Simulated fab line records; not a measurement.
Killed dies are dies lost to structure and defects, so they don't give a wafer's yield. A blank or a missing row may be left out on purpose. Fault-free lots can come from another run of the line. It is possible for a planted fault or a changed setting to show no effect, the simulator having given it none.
What tool caused it? || flow nandHarc || Sampling: 7 lots, 21 wafers, 2 of 1302 route steps

== WHAT EACH GAUGE READ, for each wafer ==
NHARC_P_M2_CD_MEAS_16.
{"lot": "L379", "measured": "day 6 19:40", "on": "cdSem-02", "cdNm (nm)": "168.7 170.8 169.2"}
{"lot": "L381", "measured": "day 7 10:38", "on": "cdSem-03", "cdNm (nm)": "169.4 169.6 169.4"}
{"lot": "L384", "measured": "day 9 00:07", "on": "cdSem-02", "cdNm (nm)": "168.8 169.0 169.2"}
{"lot": "L393", "measured": "day 12 13:56", "on": "cdSem-01", "cdNm (nm)": "167.4 168.6 168.2"}
{"lot": "L395", "measured": "day 13 15:37", "on": "cdSem-02", "cdNm (nm)": "168.8 167.9 169.1"}
{"lot": "L398", "measured": "day 14 23:31", "on": "cdSem-02", "cdNm (nm)": "169.4 169.4 169.4"}
{"lot": "L401", "measured": "day 16 08:20", "on": "cdSem-03", "cdNm (nm)": "169.6 170.3 170.4"}

== WHICH TOOL RAN EACH LOT (tool, then ch and the chambers of the sampled wafers, then the start) ==
{"lot": "L379", "NHARC_P_M2_ETCH_15": "rieDiel-06 ch 0,2, day 6 19:40 or earlier"}
{"lot": "L381", "NHARC_P_M2_ETCH_15": "rieDiel-10 ch 1,2,3, day 7 10:38 or earlier"}
{"lot": "L384", "NHARC_P_M2_ETCH_15": "rieDiel-06 ch 0,2,3, day 9 00:07 or earlier"}
{"lot": "L393", "NHARC_P_M2_ETCH_15": "rieDiel-10 ch 0,2, day 12 13:56 or earlier"}
{"lot": "L395", "NHARC_P_M2_ETCH_15": "rieDiel-10 ch 0,1,2, day 13 15:37 or earlier"}
{"lot": "L398", "NHARC_P_M2_ETCH_15": "rieDiel-06 ch 0,2,3, day 14 23:31 or earlier"}
{"lot": "L401", "NHARC_P_M2_ETCH_15": "rieDiel-01 ch 0,1,3, day 16 08:20 or earlier"}
- NHARC_P_M2_ETCH_15: etches the open film in C4F8/Ar, target depth 182.5 nm, time 91.2 s.

== THE ANSWER, worked out from the rows above alone ==
Rule: usual is defined by the lots themselves. Put in order of their means at a reading, lots are off if they are a third of the lots or fewer, leave a main group of 4 or more, and stand apart from it by a gap of 3 or more times the standard deviation of the main group's means; of several such gaps the widest counts. The tables above print the reading to a certain number of digits; a main group whose means all agree to those digits is not used. Also off: a lot with no number at a reading for which 4 or more lots have one. All remaining lots with rows at the step are treated as sound.
None of the lots is off at any reading shown; this tells nothing.

== WHAT THE SIMULATOR HAD PUT IN ==
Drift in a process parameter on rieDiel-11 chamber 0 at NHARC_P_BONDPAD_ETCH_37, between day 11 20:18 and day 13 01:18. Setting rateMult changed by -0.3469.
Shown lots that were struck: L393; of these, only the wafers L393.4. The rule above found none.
